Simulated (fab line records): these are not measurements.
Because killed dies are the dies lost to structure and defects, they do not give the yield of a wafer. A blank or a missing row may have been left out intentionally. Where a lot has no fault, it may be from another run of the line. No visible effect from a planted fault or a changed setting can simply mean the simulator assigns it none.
Matching of chambers || flow nandHarc || 3 sister chambers for NHARC_A_ONON_D1_DEP_33 on pecvd-04
The step deposits SiO2, target thk 200 nm. 14 wafers are shown with their chamber, then 7 later ones without.

== WAFERS, EACH WITH ITS CHAMBER ==
{"wafer": "L074.1", "chamber": 2, "throttleValvePct (%)": 15.4, "heaterPowerW (W)": 728, "mfcPrecursorSccm (sccm)": 161.2}
{"wafer": "L074.3", "chamber": 1, "throttleValvePct (%)": 15.6, "heaterPowerW (W)": 553, "mfcPrecursorSccm (sccm)": 160.9}
{"wafer": "L074.6", "chamber": 0, "throttleValvePct (%)": 17.0, "heaterPowerW (W)": 591, "mfcPrecursorSccm (sccm)": 160.9}
{"wafer": "L075.3", "chamber": 1, "throttleValvePct (%)": 15.5, "heaterPowerW (W)": 683, "mfcPrecursorSccm (sccm)": 161.4}
{"wafer": "L075.5", "chamber": 0, "throttleValvePct (%)": 16.8, "heaterPowerW (W)": 605, "mfcPrecursorSccm (sccm)": 161.3}
{"wafer": "L075.6", "chamber": 2, "throttleValvePct (%)": 15.7, "heaterPowerW (W)": 732, "mfcPrecursorSccm (sccm)": 161.1}
{"wafer": "L078.1", "chamber": 2, "throttleValvePct (%)": 15.6, "heaterPowerW (W)": 599, "mfcPrecursorSccm (sccm)": 161.2}
{"wafer": "L078.4", "chamber": 2, "throttleValvePct (%)": 15.5, "heaterPowerW (W)": 652, "mfcPrecursorSccm (sccm)": 161.3}
{"wafer": "L078.6", "chamber": 0, "throttleValvePct (%)": 16.8, "heaterPowerW (W)": 510, "mfcPrecursorSccm (sccm)": 161.5}
{"wafer": "L082.3", "chamber": 2, "throttleValvePct (%)": 15.8, "heaterPowerW (W)": 714, "mfcPrecursorSccm (sccm)": 161.4}
{"wafer": "L082.4", "chamber": 1, "throttleValvePct (%)": 14.9, "heaterPowerW (W)": 687, "mfcPrecursorSccm (sccm)": 161.5}
{"wafer": "L082.6", "chamber": 0, "throttleValvePct (%)": 16.3, "heaterPowerW (W)": 615, "mfcPrecursorSccm (sccm)": 162.1}
{"wafer": "L084.1", "chamber": 2, "throttleValvePct (%)": 15.8, "heaterPowerW (W)": 717, "mfcPrecursorSccm (sccm)": 161.2}
{"wafer": "L084.5", "chamber": 2, "throttleValvePct (%)": 15.9, "heaterPowerW (W)": 721, "mfcPrecursorSccm (sccm)": 161.6}

SIGNATURES (means of the wafers above)
{"reading": "throttleValvePct", "chamber 0": 16.725, "chamber 1": 15.333, "chamber 2": 15.671, "scatter within a chamber": 0.261}
{"reading": "heaterPowerW", "chamber 0": 580.25, "chamber 1": 641.00, "chamber 2": 694.71, "scatter within a chamber": 55.2}
{"reading": "mfcPrecursorSccm", "chamber 0": 161.450, "chamber 1": 161.267, "chamber 2": 161.286, "scatter within a chamber": 0.32}
Rule: for a wafer and a chamber, the distance is found by dividing, reading by reading, the gap between the wafer's reading and the chamber's mean by the reading's scatter, squaring, summing and taking the root. If the next closest chamber is less than 2 further off than the closest, the wafer can't be placed; otherwise it belongs to the closest. How the scatter is found: for the shown wafers, subtract from each reading the mean of its chamber, square and add these, divide the total by (wafers less chambers), then take the root.

== WAFERS WHOSE CHAMBER IS MISSING ==
{"wafer": "L084.6", "throttleValvePct (%)": 16.3, "heaterPowerW (W)": 630, "mfcPrecursorSccm (sccm)": 161.9}
{"wafer": "L092.1", "throttleValvePct (%)": 15.0, "heaterPowerW (W)": 711, "mfcPrecursorSccm (sccm)": 162.0}
{"wafer": "L092.4", "throttleValvePct (%)": 14.9, "heaterPowerW (W)": 681, "mfcPrecursorSccm (sccm)": 161.9}
{"wafer": "L092.5", "throttleValvePct (%)": 15.8, "heaterPowerW (W)": 707, "mfcPrecursorSccm (sccm)": 161.3}
{"wafer": "L095.2", "throttleValvePct (%)": 15.0, "heaterPowerW (W)": 683, "mfcPrecursorSccm (sccm)": 161.6}
{"wafer": "L095.5", "throttleValvePct (%)": 16.2, "heaterPowerW (W)": 699, "mfcPrecursorSccm (sccm)": 161.8}
{"wafer": "L095.6", "throttleValvePct (%)": 16.4, "heaterPowerW (W)": 576, "mfcPrecursorSccm (sccm)": 160.8}

== THE CHAMBER EACH PASSED THROUGH ==
{"wafer": "L084.6", "from the rows above": "can't be placed: 0 or 2 or 1", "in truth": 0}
{"wafer": "L092.1", "from the rows above": "can't be placed: 1 or 2", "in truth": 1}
{"wafer": "L092.4", "from the rows above": "can't be placed: 1 or 2", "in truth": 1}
{"wafer": "L092.5", "from the rows above": "can't be placed: 2 or 1", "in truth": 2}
{"wafer": "L095.2", "from the rows above": "can't be placed: 1 or 2", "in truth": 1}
{"wafer": "L095.5", "from the rows above": "can't be placed: 2 or 0 or 1", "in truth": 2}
{"wafer": "L095.6", "from the rows above": "can't be placed: 0 or 2", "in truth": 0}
0 of 7 placed correctly. Cannot be placed on the basis of these rows: 7; the candidates contain the true chamber in 7. Placed wrongly: 0.
